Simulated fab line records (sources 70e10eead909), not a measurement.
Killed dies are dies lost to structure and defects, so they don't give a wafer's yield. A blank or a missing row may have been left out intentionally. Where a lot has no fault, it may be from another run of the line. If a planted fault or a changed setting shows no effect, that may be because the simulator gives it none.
Chamber matching + flow nandHarc + 4 sister chambers for NHARC_A_STAIRCASE_TRIM_229 on rieDiel-09
The step chemistry O2, time 211.2 s. 8 wafers are shown with their chamber, then 12 later ones without.

== EACH WAFER AND ITS CHAMBER ==
| wafer  | chamber | drypumpMotorCurrentA (A) | showerheadPlenumPTorr (Torr) |
|--------|---------|--------------------------|------------------------------|
| L085.6 | 2       | 4.9                      | 3.49                         |
| L086.4 | 2       | 4.9                      | 3.49                         |
| L086.6 | 3       | 5.6                      | 3.79                         |
| L090.5 | 0       | 5.1                      | 3.52                         |
| L090.6 | 1       | 4.9                      | 3.48                         |
| L094.3 | 1       | 4.9                      | 3.47                         |
| L094.4 | 0       | 5.1                      | 3.51                         |
| L094.6 | 3       | 5.5                      | 3.78                         |

== WAFERS WITHOUT THEIR CHAMBER ==
| wafer  | drypumpMotorCurrentA (A) | showerheadPlenumPTorr (Torr) |
|--------|--------------------------|------------------------------|
| L096.1 | 5.6                      | 3.78                         |
| L096.3 | 5.1                      | 3.51                         |
| L096.4 | 4.9                      | 3.49                         |
| L095.1 | 4.9                      | 3.47                         |
| L095.2 | 5.6                      | 3.78                         |
| L095.3 | 4.9                      | 3.49                         |
| L095.4 | 5.0                      | 3.51                         |
| L095.5 | 4.9                      | 3.47                         |
| L095.6 | 4.9                      | 3.49                         |
| L097.1 | 5.0                      | 3.51                         |
| L097.3 | 4.9                      | 3.47                         |
| L097.4 | 5.5                      | 3.78                         |

== EACH ONE'S CHAMBER ==
| wafer  | from the rows above     | in truth |
|--------|-------------------------|----------|
| L096.1 | 3                       | 3        |
| L096.3 | 0                       | 0        |
| L096.4 | 2                       | 2        |
| L095.1 | 1                       | 1        |
| L095.2 | 3                       | 3        |
| L095.3 | 2                       | 2        |
| L095.4 | can't be placed: 0 or 2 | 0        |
| L095.5 | 1                       | 1        |
| L095.6 | 2                       | 2        |
| L097.1 | can't be placed: 0 or 2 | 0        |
| L097.3 | 1                       | 1        |
| L097.4 | 3                       | 3        |
10 of 12 placed correctly. Not placeable from these rows: 2 (in 2, the candidates include the true chamber). 0 placed wrongly.
How it was worked out, from the rows above alone: a wafer's distance from a chamber is the root of the sum, over the readings, of the square of ((its reading less the chamber's mean) divided by the reading's scatter). If the next closest chamber is less than 2 further off than the closest, the wafer can't be placed; otherwise it belongs to the closest. Each chamber's mean is taken over the wafers shown for it. How the scatter is found: for the shown wafers, subtract from each reading the mean of its chamber, square and add these, divide the total by (wafers less chambers), then take the root.
